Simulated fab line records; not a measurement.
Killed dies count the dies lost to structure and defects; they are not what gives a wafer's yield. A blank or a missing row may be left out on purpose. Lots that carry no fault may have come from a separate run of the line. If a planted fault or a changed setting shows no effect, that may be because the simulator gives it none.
fab line records -- flow n5-finfet
record lots=5, wafers=15, last-day=18
route steps=1938 shown BEOL_M11@1561 PASSIVATION@1936
lots untouched by any fault: they come from a run of this same line in which no faults occurred
start-h: start of the lot's first displayed wafer, in hours after the record's first day -- wait-h: how many hours have passed since the lot's step before this one -- " repeats the value in the row above -- L1.1+2: a single row standing in for several wafers -- - no value, or no start was given -- * or withheld: withheld -- < > ~ a bound
route shown NAME@n: NAME is a module with steps in the file, n the number in the route of the first one -- usual: mean/standard deviation of fault-free wafers -- same: alike in all rows -- chamber/n: place in a boat -- sites: the reading at each site -- _std_site: how widely they spread, as a standard deviation -- _edge_site: the outer-site mean with the inner-site mean subtracted -- radius-mm: how far each site lies from the wafer's centre -- mask NAME#n: copy n -- behind: tool/chamber where the wafer was last shaped -- hold: what put the lot on hold/how long, in hours/how the hold closed -- device: transistor that didn't switch, given as n, p or np -- end of line: the same wafers' tests at the end of the route -- a step with no rows: only its recipe -- killed: not the wafer's yield, but the dies lost to structure and defects at the first sort -- map: dies across one wafer; x = killed, . = not, _ = none there
set.NAME: the setting that was run; set.NAME@STEP: the one run at that earlier step -- model.NAME: the simulator's own value behind a step, which no gauge read
lots at some steps of the route; a table a step, a row a wafer
services: a tool's chamber out of use, with start hour (start-h, from the record's first day; less than 0 if before it), hours out, and reason
## steps
# step N5_BEOL_M11_COAT_64
# recipe resist=SiARC, temp-c=220, time-s=60, spin-rpm=1500, resist-thk-nm=30
# step N5_BEOL_M11_COAT_22
# recipe resist=CAR-ArF, spin-rpm=1500, resist-thk-nm=90
# step N5_BEOL_M11_EBR_24
# recipe solvent=PGMEA, ebr-width-mm=1.5
# step N5_BEOL_M11_SOFTBAKE_23
# recipe temp-c=110, time-s=60, resist=CAR-ArF
# step N5_BEOL_M11_EXPOSE_25
# recipe mask-id=V10, na=1.35, source-shape=annular, sigma-inner=0.5, sigma-outer=0.8, polarization=unpolarized, dose-mj=85.5
# step N5_BEOL_M11_PEB_26
# recipe peb-temp-c=withheld, peb-time-s=60, resist=CAR-ArF
# step N5_BEOL_M11_DEVELOP_27
# recipe develop-time-s=30, developer=TMAH, resist=CAR-ArF, rinse-liquid=diw, dry=air-spin, dev-temp-c=23
# step N5_BEOL_M11_CD_MEAS_28
# recipe target-cd-nm=70, landing-energy-ev=500, detector=se-inlens, polarity=opening
# usual cd-nm=69.8/0.87
lot.wafer,tool,chamber,start-h,wait-h,cd-nm
L565.2,cd-sem-02,0,231.33,-,70.3
L565.3,cd-sem-02,0,231.33,-,69.8
L565.6,cd-sem-02,0,231.33,-,69.9
L572.1,cd-sem-02,0,302.50,-,71.0
L572.3,cd-sem-02,0,302.50,-,71.9
L572.4,cd-sem-02,0,302.50,-,71.0
L583.2,cd-sem-02,0,356.99,-,68.9
L583.3,cd-sem-02,0,356.99,-,69.2
L583.5,cd-sem-02,0,356.99,-,70.3
L585.2,cd-sem-03,0,378.43,-,71.6
L585.3,cd-sem-03,0,378.43,-,70.6
L585.6,cd-sem-03,0,378.43,-,71.4
L586.1,cd-sem-03,0,383.14,-,70.6
L586.2,cd-sem-03,0,383.14,-,70.3
L586.6,cd-sem-03,0,383.14,-,69.8
# step N5_BEOL_M11_OVL_MEAS_29
# recipe points-per-wafer=44
# usual V10_OVL=-0.5/0.7
lot.wafer,tool,chamber,start-h,wait-h,V10_OVL[nm]
L565.2,overlay-02,0,231.36,0.0,0.5
L565.3,overlay-02,0,231.36,0.0,1.0
L565.6,overlay-02,0,231.36,0.0,0.9
L572.1,overlay-01,0,302.53,0.0,-1.5
L572.3,overlay-01,0,302.53,0.0,-0.9
L572.4,overlay-01,0,302.53,0.0,0.6
L583.2,overlay-02,0,357.02,0.0,-0.1
L583.3,overlay-02,0,357.02,0.0,0.0
L583.5,overlay-02,0,357.02,0.0,-1.1
L585.2,overlay-02,0,378.46,0.0,-0.9
L585.3,overlay-02,0,378.46,0.0,-0.8
L585.6,overlay-02,0,378.46,0.0,-0.6
L586.1,overlay-02,0,383.17,0.0,-1.1
L586.2,overlay-02,0,383.17,0.0,0.1
L586.6,overlay-02,0,383.17,0.0,-0.3
# step N5_BEOL_M11_INSPECT_30
# recipe mode=adi, inspect-instrument=brightfield
# usual raw-defect-count=435/89
lot.wafer,tool,chamber,start-h,wait-h,raw-defect-count
L565.2,defect-inspect-02,-,231.39,0.0,539
L565.3,defect-inspect-02,-,231.39,0.0,501
L565.6,defect-inspect-02,-,231.39,0.0,478
L572.1,defect-inspect-01,-,302.55,0.0,357
L572.3,defect-inspect-01,-,302.55,0.0,324
L572.4,defect-inspect-01,-,302.55,0.0,406
L583.2,defect-inspect-02,-,357.04,0.0,606
L583.3,defect-inspect-02,-,357.04,0.0,414
L583.5,defect-inspect-02,-,357.04,0.0,440
L585.2,defect-inspect-02,-,378.48,0.0,530
L585.3,defect-inspect-02,-,378.48,0.0,423
L585.6,defect-inspect-02,-,378.48,0.0,547
L586.1,defect-inspect-02,-,383.20,0.0,439
L586.2,defect-inspect-02,-,383.20,0.0,507
L586.6,defect-inspect-02,-,383.20,0.0,647
# step N5_BEOL_M11_DESCUM_33
# recipe chemistry=O2, time-s=7.9, source-power-w=50, bias-power-w=20, pressure-mtorr=20, rf-frequency-hz=2.712e+07, temp-c=40, resist=CAR-ArF, o2-flow-sccm=225
# usual drypump-motor-current-A=5.6/0.42, oes-product-au=0.78/0.079, rf-vpp-V=243.7/1.5, showerhead-plenum-p-Torr=2.11/0.09, throttle-valve-pct=20.51/0.28
lot.wafer,tool,chamber,start-h,wait-h,drypump-motor-current-A,oes-product-au,rf-hours-counter-h,rf-vpp-V,showerhead-plenum-p-Torr,throttle-valve-pct
L565.2,rie-diel-04,3,231.53,0.1,5.9,0.69,198,244.5,2.18,20.96
L565.3,rie-diel-04,1,231.53,0.1,6.0,0.70,228,243.7,2.18,20.56
L565.6,rie-diel-04,3,231.53,0.1,5.9,0.69,-,244.1,2.18,20.97
L572.1,rie-diel-05,2,302.59,0.0,4.9,0.76,141,242.6,2.09,20.74
L572.3,rie-diel-05,0,302.59,0.0,5.9,0.84,67,243.8,2.05,20.48
L572.4,rie-diel-05,3,302.59,0.0,5.2,0.70,249,239.9,1.97,20.59
L583.2,rie-diel-04,2,357.07,0.0,5.6,0.97,4,244.1,2.22,20.32
L583.3,rie-diel-04,3,357.07,0.0,5.8,0.67,236,245.3,2.17,21.01
L583.5,rie-diel-04,0,357.07,0.0,6.3,0.78,-,243.4,2.11,20.78
L585.2,rie-diel-05,2,379.42,0.9,4.9,0.73,168,242.9,2.08,20.79
L585.3,rie-diel-05,1,379.42,0.9,5.5,0.71,195,242.7,1.97,20.39
L585.6,rie-diel-05,2,379.42,0.9,4.9,0.73,-,243.4,2.08,20.79
L586.1,rie-diel-06,3,383.23,0.0,5.6,0.78,118,246.1,2.19,20.34
L586.2,rie-diel-06,2,383.23,0.0,5.8,0.81,66,244.0,2.12,20.15
L586.6,rie-diel-06,0,383.23,0.0,5.9,0.82,-,245.8,2.19,20.55
# step N5_BEOL_M11_ETCH_65
# recipe chemistry=CF4, target=SiARC, target-depth-a=390, mask-material=CAR-ArF, time-s=65, ion-energy-ev=80, pressure-mtorr=40, source-w=545, bias-w=36, Ar_flow_sccm=100, cf4-flow-sccm=100, ends=cleared
# usual bias-w=36.01/0.1, drypump-motor-current-A=5.6/0.42, etch-rf-on-time-s=65.1/1.3, oes-product-au=0.67/0.067, rf-vpp-V=184.2/1.3, showerhead-plenum-p-Torr=2.17/0.089, throttle-valve-pct=15.71/0.28
lot.wafer,tool,chamber,start-h,wait-h,bias-w,drypump-motor-current-A,etch-rf-on-time-s,oes-product-au,rf-hours-counter-h,rf-vpp-V,showerhead-plenum-p-Torr,throttle-valve-pct
L565.2,rie-diel-04,3,231.56,0.0,36.12,5.8,63.6,0.61,198,185.2,2.21,16.04
L565.3,rie-diel-04,1,231.56,0.0,35.94,6.0,65.0,0.60,228,185.1,2.21,15.76
L565.6,rie-diel-04,3,231.56,0.0,36.09,5.8,63.5,0.60,-,184.3,2.21,16.06
L572.1,rie-diel-05,2,302.62,0.0,36.13,4.9,65.7,0.63,141,184.6,2.15,15.95
L572.3,rie-diel-05,0,302.62,0.0,36.10,5.9,65.0,0.72,67,182.8,2.07,15.47
L572.4,rie-diel-05,3,302.62,0.0,35.93,5.1,64.9,0.59,249,184.1,2.03,15.87
L583.2,rie-diel-04,2,357.11,0.0,35.82,5.6,63.3,0.82,4,186.4,2.27,15.48
L583.3,rie-diel-04,3,357.11,0.0,35.88,5.8,63.7,0.58,236,184.0,2.20,16.11
L583.5,rie-diel-04,0,357.11,0.0,36.01,6.3,66.1,0.66,-,181.9,2.15,15.90
L585.2,rie-diel-05,2,379.46,0.0,35.86,4.9,66.9,0.62,168,184.7,2.14,15.99
L585.3,rie-diel-05,1,379.46,0.0,36.02,5.5,67.8,0.60,195,183.4,2.04,15.79
L585.6,rie-diel-05,2,379.46,0.0,35.96,4.8,66.8,0.60,-,183.3,2.14,16.01
L586.1,rie-diel-06,3,383.27,0.0,36.04,5.6,66.7,0.67,118,184.2,2.25,15.60
L586.2,rie-diel-06,2,383.27,0.0,36.19,5.9,64.8,0.69,66,183.7,2.18,15.43
L586.6,rie-diel-06,0,383.27,0.0,36.18,5.9,63.9,0.70,-,185.2,2.26,15.84
# step N5_BEOL_M11_ETCH_66
# recipe chemistry=N2/H2, target=SOC, target-depth-a=1200, overetch-a=240, mask-material=SiARC, temp-c=40, time-s=180, ion-energy-ev=200, pressure-mtorr=30, source-w=840, bias-w=150, n2-flow-sccm=200, h2-flow-sccm=200
# usual bias-w=150.0/0.49, drypump-motor-current-A=5.6/0.42, h2-flow-sccm=200.0/0.57, oes-product-au=0.63/0.06, rf-vpp-V=525/3, showerhead-plenum-p-Torr=2.57/0.1, throttle-valve-pct=17.90/0.28
lot.wafer,tool,chamber,start-h,wait-h,bias-w,drypump-motor-current-A,h2-flow-sccm,oes-product-au,rf-hours-counter-h,rf-vpp-V,showerhead-plenum-p-Torr,throttle-valve-pct,model.SiARC_of_BEOL_M11_COAT_64.thk-nm
L565.2,rie-diel-04,3,231.61,0.0,150.3,5.9,200.0,0.58,198,528,2.62,18.08,22.6
L565.3,rie-diel-04,1,231.61,0.0,150.0,6.0,200.6,0.57,228,526,2.62,17.77,22.8
L565.6,rie-diel-04,3,231.61,0.0,150.7,5.9,199.9,0.57,-,526,2.62,18.09,22.6
L572.1,rie-diel-05,2,302.67,0.0,149.4,4.9,199.4,0.60,141,523,2.56,18.19,23
L572.3,rie-diel-05,0,302.67,0.0,150.1,5.8,199.8,0.69,67,521,2.48,17.78,22.8
L572.4,rie-diel-05,3,302.67,0.0,150.7,5.2,199.6,0.57,249,520,2.39,18.01,22.8
L583.2,rie-diel-04,2,357.16,0.0,149.7,5.6,199.1,0.77,4,528,2.72,17.77,18.6
L583.3,rie-diel-04,3,357.16,0.0,150.0,5.9,199.8,0.56,236,526,2.60,18.14,22.6
L583.5,rie-diel-04,0,357.16,0.0,150.1,6.3,199.4,0.63,-,524,2.55,18.05,19.4
L585.2,rie-diel-05,2,379.51,0.0,150.1,4.9,200.2,0.59,168,524,2.55,18.25,23.2
L585.3,rie-diel-05,1,379.51,0.0,150.6,5.5,199.0,0.59,195,521,2.44,18.14,23
L585.6,rie-diel-05,2,379.51,0.0,149.7,4.9,200.1,0.58,-,524,2.55,18.24,23.2
L586.1,rie-diel-06,3,383.32,0.0,150.2,5.6,198.9,0.64,118,528,2.67,17.79,23
L586.2,rie-diel-06,2,383.32,0.0,150.4,5.8,200.7,0.66,66,525,2.57,17.61,22.8
L586.6,rie-diel-06,0,383.32,0.0,149.8,5.9,200.2,0.67,-,528,2.70,18.14,22.8
# step N5_BEOL_M11_STRIP_69
# recipe chemistry=N2/H2, temp-c=40, n2-flow-sccm=200, h2-flow-sccm=200, rf-frequency-hz=6e+07
# step N5_PASSIVATION_PROBE_49
# usual defect-limited-yield=91.3/1.3, killed_at_M0_to_M3=36/12, killed_at_M4_up=13/4.6, killed-at-contacts=13/5.4, killed-at-front-end=37/10, killed-at-other=3.6/2.9, killed-dies=102/15, killed-open=67/12, killed-short=33/7.5, sort_bin_5_function=5.1/0.93, sort_bin_6_memory=3.2/0.62, sort_bin_8_speed=0.00/0.01, sort-n-pass=1078/15, sort-yield-pct=91.3/1.3
# same gross-dies=1180, killed-at-back-side=0, sort_bin_4_leakage[%]=0
lot.wafer,tool,chamber,start-h,wait-h,defect-limited-yield[%],killed_at_M0_to_M3,killed_at_M4_up,killed-at-contacts,killed-at-front-end,killed-at-other,killed-dies,killed-open,killed-short,sort_bin_5_function[%],sort_bin_6_memory[%],sort_bin_8_speed[%],sort-n-pass,sort-yield-pct[%]
L572.1,prober-01,-,351.63,0.0,91.9,44,11,16,24,1,96,54,42,5.0,3.1,0,1084,91.9
L572.3,prober-01,-,351.73,0.1,91.9,24,13,11,46,2,96,65,29,4.2,3.6,0,1084,91.9
L572.4,prober-01,-,351.78,0.2,91.8,13,7,24,51,2,97,62,35,4.1,3.6,0,1083,91.8
L583.2,prober-01,-,400.27,0.1,89.9,48,3,18,49,1,119,74,33,5.3,3.5,0,1061,89.9
L583.3,prober-01,-,400.32,0.1,90.9,38,5,29,32,3,107,74,31,5.5,3.1,0,1073,90.9
L583.5,prober-01,-,400.42,0.2,90.4,38,14,21,38,2,113,65,34,5.3,3.0,0,1067,90.4
# killed by level:class
L572.1 BEOL_M0_SAQP:geometric-particle:short=15 MOL_CONTACT_COAG:geometric-particle:open=13 BEOL_M0_SAQP:geometric-particle:open=13 FIN_SAQP:geometric-particle:short=9 BEOL_M2:geometric-particle:open=8 GATE_CUT:geometric-particle:short=4 MOL_CONTACT_COAG:geometric-particle:short=3 STARTING-WAFER:geometric-particle:open=3
L572.3 STI_FIN_REVEAL:geometric-particle:open=13 FIN_SAQP:geometric-particle:open=10 BEOL_M0_SAQP:geometric-particle:short=10 MOL_CONTACT_COAG:geometric-particle:open=9 DUMMY_GATE:geometric-particle:open=6 BEOL_M0_SAQP:geometric-particle:open=5 BEOL_M1:geometric-particle:open=4 BEOL_M4:geometric-particle:open=4
L572.4 MOL_CONTACT_COAG:geometric-particle:open=20 FIN_SAQP:geometric-particle:short=14 FIN_SAQP:geometric-particle:open=10 DUMMY_GATE:geometric-particle:open=7 BEOL_M2:geometric-particle:open=6 STARTING-WAFER:geometric-particle:open=6 GATE_CUT:geometric-particle:short=4 MOL_CONTACT_COAG:geometric-particle:short=4
L583.2 BEOL_M0_SAQP:geometric-particle:open=26 MOL_CONTACT_COAG:geometric-particle:open=18 BEOL_M0_SAQP:geometric-particle:short=16 HKMG_FIN:area-etch=12 FIN_SAQP:geometric-particle:open=9 STI_FIN_REVEAL:geometric-particle:open=7 GATE_CUT:geometric-particle:short=5 FIN_SAQP:geometric-particle:short=4
L583.3 MOL_CONTACT_COAG:geometric-particle:open=22 BEOL_M0_SAQP:geometric-particle:open=16 FIN_SAQP:geometric-particle:open=10 BEOL_M0_SAQP:geometric-particle:short=7 MOL_CONTACT_COAG:geometric-particle:short=7 FIN_SAQP:geometric-particle:short=5 BEOL_M3:geometric-particle:open=5 GATE_CUT:geometric-particle:short=4
L583.5 MOL_CONTACT_COAG:geometric-particle:open=15 BEOL_M3:geometric-particle:open=12 HKMG_FIN:area-etch=12 BEOL_M0_SAQP:geometric-particle:short=11 BEOL_M0_SAQP:geometric-particle:open=7 MOL_CONTACT_COAG:geometric-particle:short=6 DUMMY_GATE:geometric-particle:open=4 GATE_CUT:geometric-particle:short=4
## services
tool,chamber,start-h,hours,kind
rie-diel-06,1,231.72,4.9,repair
rie-diel-06,0,280.96,8.9,repair
rie-diel-05,-,292.30,4.3,pm
rie-diel-05,3,304.59,-,clean
rie-diel-05,3,304.59,-,consumable-replace:focus-ring
rie-diel-05,3,304.59,-,consumable-replace:showerhead
rie-diel-05,3,304.59,17.8,scheduled-down
rie-diel-05,3,304.59,17.8,vent-cycle
rie-diel-04,1,306.90,-,clean
rie-diel-04,1,306.90,-,consumable-replace:focus-ring
rie-diel-04,1,306.90,17.6,scheduled-down
rie-diel-04,1,306.90,17.6,vent-cycle
rie-diel-04,2,324.51,-,clean
rie-diel-04,2,324.51,-,consumable-replace:focus-ring
rie-diel-04,2,324.51,-,consumable-replace:showerhead
rie-diel-04,2,324.51,18.1,scheduled-down
rie-diel-04,2,324.51,18.1,vent-cycle
rie-diel-04,3,339.73,5.7,repair
rie-diel-06,-,371.68,7.5,repair
rie-diel-05,3,372.99,5.7,repair
## key
first-sign none at tools or gauges
model-effect step=N5_BEOL_M11_ETCH_66, value=SiARC_of_BEOL_M11_COAT_64.thk-nm, without=22.6, struck=19
met-at N5_BEOL_M11_ETCH_66
struck-wafers L583.2,L583.5
baseline-loss step=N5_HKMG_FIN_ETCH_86, wafers=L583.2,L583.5
onset-between 231.61 357.16
fault kind=process-parameter-drift, tool=rie-diel-04, chamber=-, onset-h=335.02, steps=N5_BEOL_M11_ETCH_66, channel=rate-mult, offset=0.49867, shape=step, end-h=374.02, scope=struck-wafers-only
# baseline-loss: these wafers lose ten dies or more at that step, a loss of the line's own and not of a fault; the sort's usual values leave them out
